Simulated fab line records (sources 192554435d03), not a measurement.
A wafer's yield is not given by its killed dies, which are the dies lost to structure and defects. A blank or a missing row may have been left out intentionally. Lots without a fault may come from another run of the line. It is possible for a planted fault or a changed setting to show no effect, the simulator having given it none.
Split-lot experiment | flow n5Finfet | 21 wafers read from 7 lots, route of 1938 steps

== ABOUT THE SPLIT ==
At N5_ZERO_LAYER_COAT_05 (resist thk 1000 nm), the setting spinRpm was moved away from the recipe's 1500 rpm on 6 of the 21 wafers read, by -7.3% to +7.4%. For the rest of the wafers, this setting stayed at what the recipe calls for.

== FROM THE SPLIT TO THE READING: what the file shows between them, 4 steps ==
- N5_ZERO_LAYER_DEVELOP_10: develop time 60 s (also split here: developTimeS)
- N5_ZERO_LAYER_HARDBAKE_23: time 120 s
- N5_ZERO_LAYER_DESCUM_16: chemistry O2, time 7.9 s
- N5_ZERO_LAYER_ETCH_17: etches SiO2 in CF4, target depth 12 nm, time 13.3 s

== THE READING ==
coat_of_ZERO_LAYER_COAT_05.thkNm (the simulator's own value, which no gauge read), in nm, at N5_ZERO_LAYER_ETCH_18 (etches Si in HBr/Cl2, target depth 120 nm, time 40 s). No usual value for it is given in the file. The 15 wafers here that ran the recipe average 927.0 nm, standard deviation 2.2 nm.

wafer  | tool, chamber at the split | spinRpm as run, rpm | against the recipe | coat_of_ZERO_LAYER_COAT_05.thkNm, nm | against lot-mates on the recipe
L075.1 | lithoTrack-05, 0           | 1402                | -6.5%              | 962.1                                | +32.6
L075.4 | lithoTrack-05, 0           | 1500                | recipe             | 930.4                                | -
L075.5 | lithoTrack-05, 0           | 1500                | recipe             | 928.7                                | -
L076.1 | lithoTrack-03, 0           | 1390                | -7.3%              | 969.5                                | +45.6
L076.2 | lithoTrack-03, 0           | 1390                | -7.3%              | 967.6                                | +43.7
L076.5 | lithoTrack-03, 0           | 1500                | recipe             | 923.9                                | -
L081.1 | lithoTrack-05, 0           | 1500                | recipe             | 926.5                                | -
L081.2 | lithoTrack-05, 0           | 1611                | +7.4%              | 893                                  | -35.8
L081.4 | lithoTrack-05, 0           | 1500                | recipe             | 931                                  | -
L085.1 | lithoTrack-03, 0           | 1610                | +7.3%              | 891.3                                | -35.6
L085.4 | lithoTrack-03, 0           | 1500                | recipe             | 926.5                                | -
L085.5 | lithoTrack-03, 0           | 1500                | recipe             | 927.3                                | -
L086.2 | lithoTrack-05, 0           | 1500                | recipe             | 927.6                                | -
L086.3 | lithoTrack-05, 0           | 1590                | +6.0%              | 907.9                                | -19.8
L086.4 | lithoTrack-05, 0           | 1500                | recipe             | 927.7                                | -
L088.2 | lithoTrack-05, 0           | 1500                | recipe             | 922.4                                | -
L088.4 | lithoTrack-05, 0           | 1500                | recipe             | 927.6                                | -
L088.5 | lithoTrack-05, 0           | 1500                | recipe             | 924.7                                | -
L095.4 | lithoTrack-04, 0           | 1500                | recipe             | 925.7                                | -
L095.5 | lithoTrack-04, 0           | 1500                | recipe             | 927.2                                | -
L095.6 | lithoTrack-04, 0           | 1500                | recipe             | 927.3                                | -

FIT RESULTS
A straight line over all 21 wafers: coat_of_ZERO_LAYER_COAT_05.thkNm changes by -4.97 nm for each +1% of spinRpm; r = -0.99; the points scatter about the line by 3.4 nm.
The same after taking each lot's own level away (the mean of its wafers on the recipe; 21 wafers): -5.13 nm for each +1%; r = -0.99; scatter 3.4 nm.
The reading moves by 38 nm for the largest change in spinRpm, on that fit.
Across the lots, their own levels run from 923.90 to 929.55 nm, a range of 2.6 times the standard deviation given above.
Hence the lot-to-lot level has little effect on the slope; both slopes agree.
Check: -36.8 nm against its lot-mates is what the line predicts for one of the wafers moved furthest among these (+7.4%) when that wafer is left out of the fit. It came out at -35.8 nm against them.

== FURTHER SPLITS ON THESE WAFERS ==
Other splits were also applied to these wafers ahead of the reading. Each is held against what the fit with the lots' levels taken away leaves over:
other split on the same wafers        | wafers away from the commonest value | r with coat_of_ZERO_LAYER_COAT_05.thkNm (lot level and that fit taken away)
N5_ZERO_LAYER_DEVELOP_10 developTimeS | 9                                    | +0.14

== THE WHOLE CHAIN: every reading that the file lists as answering this split, in the file's order ==
step                   | what it does                                         | reading                                                                           | change (the file's fit)              | r (the file's)
N5_ZERO_LAYER_COAT_05  | resist thk 1000 nm                                   | coat_of_ZERO_LAYER_COAT_05.thkNm (the simulator's own value, which no gauge read) | -5 nm for each +1% of the setting    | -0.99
N5_ZERO_LAYER_ETCH_18  | etches Si in HBr/Cl2, target depth 120 nm, time 40 s | coat_of_ZERO_LAYER_COAT_05.thkNm (the simulator's own value, which no gauge read) | -4.91 nm for each +1% of the setting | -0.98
N5_ZERO_LAYER_STRIP_24 | strips in O2                                         | stripTimeToEndpointS                                                              | withheld for each +1% of the setting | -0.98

== THE FILE'S OWN FIT ==
coat_of_ZERO_LAYER_COAT_05.thkNm changes by -4.91 nm for each +1% of spinRpm, r = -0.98.
